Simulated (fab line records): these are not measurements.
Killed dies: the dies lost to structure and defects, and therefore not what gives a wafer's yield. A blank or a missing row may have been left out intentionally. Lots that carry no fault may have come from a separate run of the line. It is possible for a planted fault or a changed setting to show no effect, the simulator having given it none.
Chamber matching ; flow nandHarc ; NHARC_P_M0_DEP_32 on pecvd-02 has 3 sister chambers
The step deposits SiCN, target thk 30 nm. 24 wafers are shown with their chamber, then 12 later ones without.

WAFERS, EACH WITH ITS CHAMBER
wafer;chamber;heaterPowerW (W)
L074.1;0;596
L074.2;2;594
L074.4;1;524
L075.3;1;529
L075.5;2;547
L075.6;1;553
L082.1;2;533
L082.4;2;526
L082.5;1;545
L084.2;0;593
L084.5;0;581
L084.6;2;479
L085.1;1;550
L085.2;2;597
L085.4;0;522
L087.1;1;464
L087.4;1;463
L087.6;0;572
L088.4;0;557
L088.5;1;536
L088.6;2;626
L090.1;1;496
L090.2;0;555
L090.6;2;610

SIGNATURES, as means of the wafers listed above
reading;chamber 0;chamber 1;chamber 2;scatter within a chamber
heaterPowerW;568.00;517.78;564.00;38.9
Rule: a wafer's distance from a chamber is the root of the sum, over the readings, of the square of ((its reading less the chamber's mean) divided by the reading's scatter). The wafer belongs to the nearest chamber; if the next one is less than 2 further off, it can't be placed. How the scatter is found: for the shown wafers, subtract from each reading the mean of its chamber, square and add these, divide the total by (wafers less chambers), then take the root.

WAFERS WITH NO CHAMBER GIVEN
wafer;heaterPowerW (W)
L091.1;510
L091.2;576
L091.3;565
L093.2;571
L093.3;619
L093.4;598
L094.2;496
L094.3;563
L094.5;503
L096.2;575
L096.4;540
L096.5;620

EACH ONE'S CHAMBER
wafer;from the rows above;in truth
L091.1;can't be placed: 1 or 2 or 0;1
L091.2;can't be placed: 0 or 2 or 1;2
L091.3;can't be placed: 2 or 0 or 1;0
L093.2;can't be placed: 0 or 2 or 1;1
L093.3;can't be placed: 0 or 2 or 1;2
L093.4;can't be placed: 0 or 2 or 1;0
L094.2;can't be placed: 1 or 2 or 0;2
L094.3;can't be placed: 2 or 0 or 1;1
L094.5;can't be placed: 1 or 2 or 0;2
L096.2;can't be placed: 0 or 2 or 1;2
L096.4;can't be placed: 1 or 2 or 0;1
L096.5;can't be placed: 0 or 2 or 1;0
Correct placement for 0 of the 12. Cannot be placed on the basis of these rows: 12; the candidates contain the true chamber in 12. Number placed wrongly: 0.
